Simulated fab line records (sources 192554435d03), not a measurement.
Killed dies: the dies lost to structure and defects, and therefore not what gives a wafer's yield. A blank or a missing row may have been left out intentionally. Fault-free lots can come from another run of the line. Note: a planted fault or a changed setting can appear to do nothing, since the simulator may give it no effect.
A single fault, viewed from 2 desks ; flow n5Finfet ; only its own numbers are on each desk; what lay behind them is given at the end

== DESK OF THE TOOL OWNER: pecvd-01 ==
The tool's own readings at N5_PASSIVATION_PECVD_53 (deposits SiO2 from TEOS/O2, target thk 800 nm, time 169.4 s): means of the sampled wafers that have a number, for each lot that ran on this tool. If a lot's mean is further than 4 standard deviations from the usual mean, the lot is out of limits and carries the mark OUT (the distance appears in the brackets).
Columns: A = susceptorTempC at N5_PASSIVATION_PECVD_53, usual 400.02 C
lot;first seen here;A
L255;day 13 09:03;399.87
L254;day 13 16:17;399.93
L258;day 13 23:55;400.09
L260;day 14 04:19;399.92
L265;day 15 14:01;400.05
L268;day 16 18:09;429.81 (+99 or more) OUT
L272;day 17 22:35;429.92 (+99 or more) OUT
This desk's verdict: out of limits on L268, L272, starting with L268 at day 16 18:09 (susceptorTempC at N5_PASSIVATION_PECVD_53). Within limits: L255, L254, L258, L260, L265.

== THE DEFECT DESK ==
Counts from the inspections along the route, per lot, as means over the sampled wafers that have a number. If a lot's mean is further than 4 standard deviations from the usual mean, the lot is out of limits and carries the mark OUT (the distance appears in the brackets).
Columns: A = rawDefectCount at N5_MIM_BOT_LITHO_INSPECT_12, usual 1.9
lot;first seen here;A
L253;day 13 00:54;1.3
L255;day 13 03:49;1.3
L254;day 13 08:13;1.7
L258;day 13 16:52;1.3
L260;day 13 22:40;0.5
L259;day 14 09:58;2.3
L265;day 15 08:44;1.7
L268;day 16 13:31;1.0
L272;day 17 17:31;2.3
L274;day 18 01:42;0.7
L273;day 19 04:06;4.0
Finding of this desk: none of the 11 lots has anything out of limits.

== PUT TOGETHER ==
The tool owner's desk had the chance to raise an alarm at day 16 18:09 on L268, L272.
The defect desk saw nothing out of limits.
The defect desk has L268, L272 on record, within its limits.
Every lot named ran N5_PASSIVATION_PECVD_53 on pecvd-01.

== WHAT THE SIMULATOR HAD PUT IN ==
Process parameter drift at N5_PASSIVATION_PECVD_53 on pecvd-01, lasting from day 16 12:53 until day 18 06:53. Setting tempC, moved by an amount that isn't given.
Shown lots that were struck: L268, L272.
Delay in hours, fault start to first out-of-limits reading, by desk: the tool owner's desk at 5.
